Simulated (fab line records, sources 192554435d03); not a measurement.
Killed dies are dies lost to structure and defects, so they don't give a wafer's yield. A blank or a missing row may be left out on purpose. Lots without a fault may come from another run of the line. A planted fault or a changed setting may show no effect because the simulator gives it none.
Which tool did it? | flow n5_finfet | 12 lots, 36 wafers sampled, at 2 steps of a route of 1938

WHAT THE GAUGES READ, wafer by wafer
N5_BEOL_M13_CD_MEAS_17: target cd 190 nm.
lot  | measured     | on        | cd_nm (nm)
L076 | day 11 07:29 | cd_sem-03 | 191.2 190.8 188.8
L074 | day 11 20:22 | cd_sem-01 | 190.7 187.5 192.1
L078 | day 12 03:38 | cd_sem-01 | 192.7 192.1 192.2
L081 | day 12 12:10 | cd_sem-03 | 191.9 189.6 192.3
L083 | day 13 09:43 | cd_sem-02 | 185.5 190.1 187.3
L086 | day 13 23:19 | cd_sem-01 | 190.7 186.3 186.6
L087 | day 14 09:11 | cd_sem-01 | 189.8 191.2 191.5
L089 | day 14 14:28 | cd_sem-01 | 190.4 191.3 188.4
L090 | day 15 08:47 | cd_sem-02 | 190.7 190.4 191.3
L094 | day 15 12:59 | cd_sem-03 | 191.2 193.9 193.9
L095 | day 15 22:46 | cd_sem-01 | 188.6 190.2 187.3
L096 | day 16 15:30 | cd_sem-03 | 189.6 190.3 191.6

WHICH TOOL RAN EACH LOT (tool, then ch and the chambers of the sampled wafers, then the start)
lot  | N5_BEOL_M13_VIA_ETCH_16
L076 | rie_diel-04 ch 1,2,3, day 11 07:02
L074 | rie_diel-02 ch 1,2,3, day 11 19:55
L078 | rie_diel-04 ch 1,2, day 12 03:11
L081 | rie_diel-04 ch 0,1,2, day 12 11:43
L083 | rie_diel-04 ch 0,1,3, day 13 09:14
L086 | rie_diel-04 ch 0,2,3, day 13 22:52
L087 | rie_diel-02 ch 0,3, day 14 08:43
L089 | rie_diel-04 ch 0,1,2, day 14 14:01
L090 | rie_diel-02 ch 0,2,3, day 15 08:20
L094 | rie_diel-02 ch 0,1,3, day 15 12:32
L095 | rie_diel-04 ch 0,1,3, day 15 22:19
L096 | rie_diel-02 ch 2,3, day 16 15:01
- N5_BEOL_M13_VIA_ETCH_16: etches SiOC in C4F8/O2/Ar, target depth 921.7 nm.

THE ANSWER, worked out from the rows above alone
Rule: what is usual is taken from the lots themselves. Put in order of their means at a reading, lots are off if they are a third of the lots or fewer, leave a main group of 4 or more, and stand apart from it by a gap of 3 or more times the standard deviation of the main group's means; of several such gaps the widest counts. A main group whose means are all the same, to the digits that the tables above print for the reading, isn't used. A lot without any number at a reading at which 4 lots or more have one is off too. The other lots that the step has rows for count as sound.
No lot is off at any reading shown: from this, nothing can be told.

WHAT THE SIMULATOR HAD PUT IN
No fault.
